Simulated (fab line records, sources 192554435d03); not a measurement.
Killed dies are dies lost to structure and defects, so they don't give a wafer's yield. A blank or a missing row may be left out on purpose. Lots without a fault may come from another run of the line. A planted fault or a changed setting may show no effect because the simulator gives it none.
Split-lot experiment | flow n5_finfet | 7 lots, 21 wafers read, on a route of 1938 steps

THE SPLIT
At N5_BEOL_M8_TRENCH_ETCH_37 (etches SiCOH lowk in C4F6/O2, target depth 93.478 nm, time 31.2 s), the setting bias_w was moved away from the recipe's 185 W on 9 of the 21 wafers read, by +6.5% to +16.4%. The other wafers ran this setting at the recipe's value.

The reading is taken at the split's own step.

THE READING
rf_vpp_V, in V, at N5_BEOL_M8_TRENCH_ETCH_37 (etches SiCOH lowk in C4F6/O2, target depth 93.478 nm, time 31.2 s). Fault-free wafers of this fab line usually give 668 V, standard deviation 8.9 V.

wafer  | tool, chamber at the split | bias_w as run, W | against the recipe | rf_vpp_V, V | against lot-mates on the recipe
L077.2 | rie_diel-05, 0             | 215.4            | +16.4%             | 745         | +71
L077.3 | rie_diel-05, 2             | 185              | recipe             | 674         | -
L077.4 | rie_diel-05, 3             | 215.4            | +16.4%             | 746         | +72
L080.2 | rie_diel-03, 3             | 185              | recipe             | 678         | -
L080.4 | rie_diel-03, 1             | 185              | recipe             | 653         | -
L080.5 | rie_diel-03, 2             | 185              | recipe             | 661         | -
L084.1 | rie_diel-05, 2             | 207.3            | +12.1%             | 738         | +77
L084.2 | rie_diel-05, 3             | 207.3            | +12.1%             | 724         | +63
L084.4 | rie_diel-05, 0             | 185              | recipe             | 661         | -
L087.2 | rie_diel-03, 3             | 185              | recipe             | 678         | -
L087.3 | rie_diel-03, 1             | 197.1            | +6.5%              | 685         | +7
L087.5 | rie_diel-03, 0             | 197.1            | +6.5%              | 714         | +36
L085.2 | rie_diel-03, 0             | 185              | recipe             | 681         | -
L085.4 | rie_diel-03, 3             | 185              | recipe             | 678         | -
L085.5 | rie_diel-03, 0             | 209.6            | +13.3%             | 750         | +70
L091.1 | rie_diel-05, 3             | 185              | recipe             | 660         | -
L091.4 | rie_diel-05, 0             | 200.1            | +8.2%              | 705         | +45
L091.6 | rie_diel-05, 1             | 200.1            | +8.2%              | 718         | +58
L090.2 | rie_diel-05, 3             | 185              | recipe             | 661         | -
L090.3 | rie_diel-05, 0             | 185              | recipe             | 660         | -
L090.5 | rie_diel-05, 1             | 185              | recipe             | 675         | -

THE FIT
A straight line over all 21 wafers: rf_vpp_V changes by +5.08 V for each +1% of bias_w; r = +0.95; the points scatter about the line by 10 V.
The same after taking each lot's own level away (the mean of its wafers on the recipe; 21 wafers): +4.95 V for each +1%; r = +0.95; scatter 10 V.
On that fit, the largest move of bias_w shifts the reading by 81 V.
The lots' own levels span 660.0 to 679.5 V, that is 2.2 times the standard deviation above.
So the lot-to-lot level changes the slope little: the two slopes agree.
Check: with one of the wafers moved furthest among these (+16.4%) left out of the fit, the line predicts +84.7 V for it against its lot-mates. It came out at +71 V against them.
Tool readings at the split's step, against how far the setting was moved: rf_vpp_V r = +0.95.

OTHER SPLITS ON THESE WAFERS
These wafers also went through other splits before the reading. Each is held against what the fit with the lots' levels taken away leaves over:
other split on the same wafers | wafers away from the commonest value | r with rf_vpp_V (lot level and that fit taken away)
N5_BEOL_M8_COAT_60 spin_rpm    | 7                                    | +0.15

THE FILE'S OWN FIT
rf_vpp_V changes by +5.02 V for each +1% of bias_w, r = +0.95.
